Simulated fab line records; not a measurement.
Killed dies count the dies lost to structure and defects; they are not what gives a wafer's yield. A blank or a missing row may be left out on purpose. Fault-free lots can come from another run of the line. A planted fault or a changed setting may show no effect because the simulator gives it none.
Matching of chambers	flow n5 finfet	N5_BEOL_M8_ILD_DEP_00 on pecvd-04 has 3 sister chambers
The step deposits SiCOH lowk from DEMS/porogen, target thk 179.75 nm, time 33.4 s. 16 wafers are shown with their chamber, then 8 later ones without.

WAFERS PAIRED WITH THEIR CHAMBERS
wafer	chamber	throttle valve pct (%)	showerhead plenum p Torr (Torr)	heater power w (W)
L264.4	0	14.8	5.750	300
L264.5	1	12.9	5.760	312
L264.6	2	13.4	5.756	268
L266.3	2	13.2	5.754	289
L266.5	0	14.6	5.756	316
L266.6	2	13.3	5.748	293
L265.1	0	14.5	5.746	300
L265.2	2	13.3	5.748	271
L265.6	1	13.3	5.775	359
L267.3	2	13.2	5.740	279
L267.4	1	13.1	5.779	300
L267.6	0	14.8	5.737	301
L272.1	2	13.1	5.739	268
L272.2	0	15.0	5.736	252
L272.5	1	12.8	5.773	355
L273.2	2	13.4	5.753	292

SIGNATURES, as means of the wafers listed above
reading	chamber 0	chamber 1	chamber 2	scatter within a chamber
throttle valve pct	14.740	13.025	13.271	0.17
showerhead plenum p Torr	5.74500	5.77175	5.74829	0.00767
heater power w	293.80	331.50	280.00	21.1
Rule: for a wafer and a chamber, the distance is found by dividing, reading by reading, the gap between the wafer's reading and the chamber's mean by the reading's scatter, squaring, summing and taking the root. The wafer belongs to the nearest chamber; if the next one is less than 2 further off, it can't be placed. How the scatter is found: for the shown wafers, subtract from each reading the mean of its chamber, square and add these, divide the total by (wafers less chambers), then take the root.

WAFERS MISSING THEIR CHAMBER
wafer	throttle valve pct (%)	showerhead plenum p Torr (Torr)	heater power w (W)
L273.4	14.4	5.738	254
L273.6	13.4	5.756	286
L275.1	13.4	5.762	287
L275.2	12.9	5.764	363
L275.4	13.0	5.752	367
L281.2	14.7	5.745	319
L281.3	13.4	5.743	298
L281.5	13.1	5.782	314

WHICH CHAMBER EACH ONE RAN IN
wafer	from the rows above	in truth
L273.4	0	0
L273.6	2	2
L275.1	can't be placed: 2 or 1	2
L275.2	1	1
L275.4	can't be placed: 1 or 2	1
L281.2	0	0
L281.3	2	2
L281.5	1	1
Placed correctly: 6 of 8. From these rows, 2 cannot be placed; in 2 the true chamber is one of the candidates. Wrongly placed: 0.
